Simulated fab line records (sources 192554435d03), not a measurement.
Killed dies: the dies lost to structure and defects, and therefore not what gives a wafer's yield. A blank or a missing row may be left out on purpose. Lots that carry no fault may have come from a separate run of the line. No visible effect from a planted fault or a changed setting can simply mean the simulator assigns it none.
Chamber matching / flow n5_finfet / rie_diel-03 running N5_BEOL_M2_DESCUM_33: 4 sister chambers
The step chemistry O2, time 7 s. 4 wafers are shown with their chamber, then 9 later ones without.

WAFERS PAIRED WITH THEIR CHAMBERS
wafer=L088.3; chamber=1; showerhead_plenum_p_Torr (Torr)=2.10
wafer=L088.4; chamber=0; showerhead_plenum_p_Torr (Torr)=2.13
wafer=L090.4; chamber=3; showerhead_plenum_p_Torr (Torr)=2.21
wafer=L090.5; chamber=2; showerhead_plenum_p_Torr (Torr)=2.00

WAFERS WITHOUT THEIR CHAMBER
wafer=L093.1; showerhead_plenum_p_Torr (Torr)=2.00
wafer=L093.2; showerhead_plenum_p_Torr (Torr)=2.13
wafer=L093.3; showerhead_plenum_p_Torr (Torr)=2.09
wafer=L095.1; showerhead_plenum_p_Torr (Torr)=1.99
wafer=L095.2; showerhead_plenum_p_Torr (Torr)=2.21
wafer=L095.3; showerhead_plenum_p_Torr (Torr)=2.09
wafer=L097.1; showerhead_plenum_p_Torr (Torr)=1.99
wafer=L097.3; showerhead_plenum_p_Torr (Torr)=2.20
wafer=L097.6; showerhead_plenum_p_Torr (Torr)=2.09

WHICH CHAMBER EACH WENT THROUGH
wafer=L093.1; from the rows above=2; in truth=2
wafer=L093.2; from the rows above=0; in truth=0
wafer=L093.3; from the rows above=1; in truth=1
wafer=L095.1; from the rows above=2; in truth=2
wafer=L095.2; from the rows above=3; in truth=3
wafer=L095.3; from the rows above=1; in truth=1
wafer=L097.1; from the rows above=2; in truth=2
wafer=L097.3; from the rows above=3; in truth=3
wafer=L097.6; from the rows above=1; in truth=1
Correctly placed: 9 of 9. Number that these rows cannot place: 0. 0 placed wrongly.
How it was worked out, from the rows above alone: a wafer's distance from a chamber is the root of the sum, over the readings, of the square of ((its reading less the chamber's mean) divided by the reading's scatter). If the next closest chamber is less than 2 further off than the closest, the wafer can't be placed; otherwise it belongs to the closest. For every chamber, the mean is computed from those of its wafers that are shown. The scatter: with one shown wafer a chamber, the root of the mean of the squares of how far each hidden wafer lies from its nearest shown one.
